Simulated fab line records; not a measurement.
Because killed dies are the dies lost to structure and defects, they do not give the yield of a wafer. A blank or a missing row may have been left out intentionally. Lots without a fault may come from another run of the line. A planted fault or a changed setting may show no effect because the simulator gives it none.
Struck lot and sound lot, side by side || flow n5 finfet || 41 out of 1938 route steps
Sound: the wafers L790.2, L790.5, L790.6. Wafers struck: L807.2, L807.3, L807.5. The cause is given at the end.
At each step with rows: each side's tool, then ch and its chambers, then its first start. Under that, the readings that differ: sound wafers || struck wafers || difference of the means || sigmas: that difference in standard deviations of wafers without a fault.
alike: readings whose means differ by less than 2 such deviations, and words and numbers that are the same on both sides. not compared: withheld readings, readings that some wafer has no value for, bounds like >300 that may hide the same value, and numbers for which the record gives no deviation and whose values overlap.
A row with sigmas, a row that says differs or no value, or rows on one side alone: a step with any of these is where the two part. Numbers that have no deviation but don't overlap get no sigmas and don't part them. A reading that every wafer of one side lacks parts them only if that side has two wafers or more.

first, 11 steps without rows for these wafers: N5_DUMMY_GATE_DESCUM_20 (chemistry O2, time 6.2 s); N5_DUMMY_GATE_ETCH_29 (etches underlayer in N2/H2, target depth 13 nm); N5_DUMMY_GATE_ETCH_36 (etches SiARC in CF4, target depth 13 nm); N5_DUMMY_GATE_ETCH_37 (etches SOC in N2/H2, target depth 60 nm, overetch 30 nm); N5_DUMMY_GATE_STRIP_38 (strips in N2/H2); N5_DUMMY_GATE_STRIP_39 (strips in N2/H2); N5_DUMMY_GATE_TRIM_49 (chemistry O2, time 29 s, target cd 14 nm); N5_DUMMY_GATE_STRIP_40 (strips in CF4); N5_DUMMY_GATE_ETCH_31 (etches SiO2 in C4F6/O2, target depth 82.5 nm, time 27.5 s); N5_DUMMY_GATE_STRIP_41 (strips in O2); N5_DUMMY_GATE_HM_OPEN_21 (chemistry CH3F/O2, target SiNx, target depth 120 nm, time 171.4 s).
N5_DUMMY_GATE_ETCH_32: etches SiO2 in CF4, target depth 3.5 nm, time 3.9 s.
  sound on rie si-05 ch 1,2,3, day 3 12:44; struck on rie si-05 ch 1,3, day 7 22:23
  alike: bias w, drypump motor current A, oes product au, throttle valve pct
  not compared: rf hours counter h
then, 9 steps without rows for these wafers: N5_DUMMY_GATE_ETCH_23 (etches poly-Si in HBr/Cl2/O2, target depth 41 nm, time 22.3 s); N5_DUMMY_GATE_ETCH_44 (etches poly-Si in HBr/O2, stops on SiO2, target depth 127.5 nm); N5_DUMMY_GATE_ETCH_42 (etches SiO2 in CHF3/O2, target depth 3.5 nm, time 31 s); N5_DUMMY_GATE_STRIP_48 (strips in N2/H2, time 20 s); N5_DUMMY_GATE_PRECLEAN_33 (cleans in dHF, time 10 s); N5_DUMMY_GATE_PRECLEAN_25 (cleans in O3/DIW, time 45 s); N5_DUMMY_GATE_PRECLEAN_51 (cleans in SC2, time 45 s); N5_DUMMY_GATE_SRD_26 (time 30 s); N5_DUMMY_GATE_UV_OZONE_45 (time 120 s).
N5_DUMMY_GATE_INSPECT_27: inspects for defects (brightfield).
  sound on defect inspect-01 at day 3 13:13; struck on defect inspect-02 at day 7 22:53
{"reading": "raw defect count", "sound": "279 393 257", "struck": "885 704 808", "difference": "+489", "sigmas": "+7"}
then, 3 steps without rows for these wafers: N5_SPACER0_ALD_07 (deposits SiNx, target thk 2 nm); N5_SPACER0_ALD_00 (deposits SiOCN, target thk 3.5 nm, pulse time 3 s, purge time 2 s); N5_SPACER0_ALD_08 (deposits SiNx, target thk 2 nm).
N5_SPACER0_INSPECT_04: inspects for defects (darkfield).
  sound on defect inspect-02 at day 3 13:49; struck on defect inspect-02 at day 7 23:29
{"reading": "raw defect count", "sound": "118 208 146", "struck": "698 642 635", "difference": "+501", "sigmas": "+15"}
then, 8 steps without rows for these wafers: N5_SD_EPI_N_COAT_32 (time 60 s, resist thk 350 nm); N5_SD_EPI_N_COAT_33 (time 60 s, resist thk 35 nm); N5_SD_EPI_N_COAT_03 (resist thk 150 nm); N5_SD_EPI_N_EBR_05; N5_SD_EPI_N_SOFTBAKE_04 (time 60 s); N5_SD_EPI_N_EXPOSE_06 (exposes mask SD N BLK, target cd 120 nm); N5_SD_EPI_N_PEB_07 (peb time 60 s); N5_SD_EPI_N_DEVELOP_08 (develop time 30 s).
N5_SD_EPI_N_INSPECT_11: inspects for defects (macro).
  sound on defect inspect-02 at day 3 14:08; struck on defect inspect-02 at day 7 23:56
{"reading": "raw defect count", "sound": "2 6 0", "struck": ">300 >300 >300", "difference": "differs", "sigmas": ""}
then, 3 steps without rows for these wafers: N5_SD_EPI_N_DESCUM_14 (chemistry O2, time 7.9 s); N5_SD_EPI_N_ETCH_34 (etches SiARC in CF4, target depth 45.5 nm, time 75.8 s); N5_SD_EPI_N_ETCH_35 (etches SOC in N2/H2, overetch 108 nm, time 486 s).
N5_SD_EPI_N_INSPECT_26: inspects for defects (darkfield).
  sound on defect inspect-01 at day 3 18:08; struck on defect inspect-01 at day 8 03:55
{"reading": "raw defect count", "sound": "147 279 181", "struck": "800 727 705", "difference": "+542", "sigmas": "+13"}
N5_SD_EPI_P_INSPECT_26: inspects for defects (darkfield).
  sound on defect inspect-01 at day 3 22:20; struck on defect inspect-02 at day 8 08:59
{"reading": "raw defect count", "sound": "138 196 145", "struck": "737 685 654", "difference": "+532", "sigmas": "+14"}
N5_PASSIVATION_PROBE_49:
  the record has rows for the sound wafers here (prober-01, day 13 06:16) and none for the struck ones

## WHERE THEY PART
Earliest at N5_DUMMY_GATE_INSPECT_27; latest, in this record, at N5_PASSIVATION_PROBE_49.

WHY: what the simulator had put in
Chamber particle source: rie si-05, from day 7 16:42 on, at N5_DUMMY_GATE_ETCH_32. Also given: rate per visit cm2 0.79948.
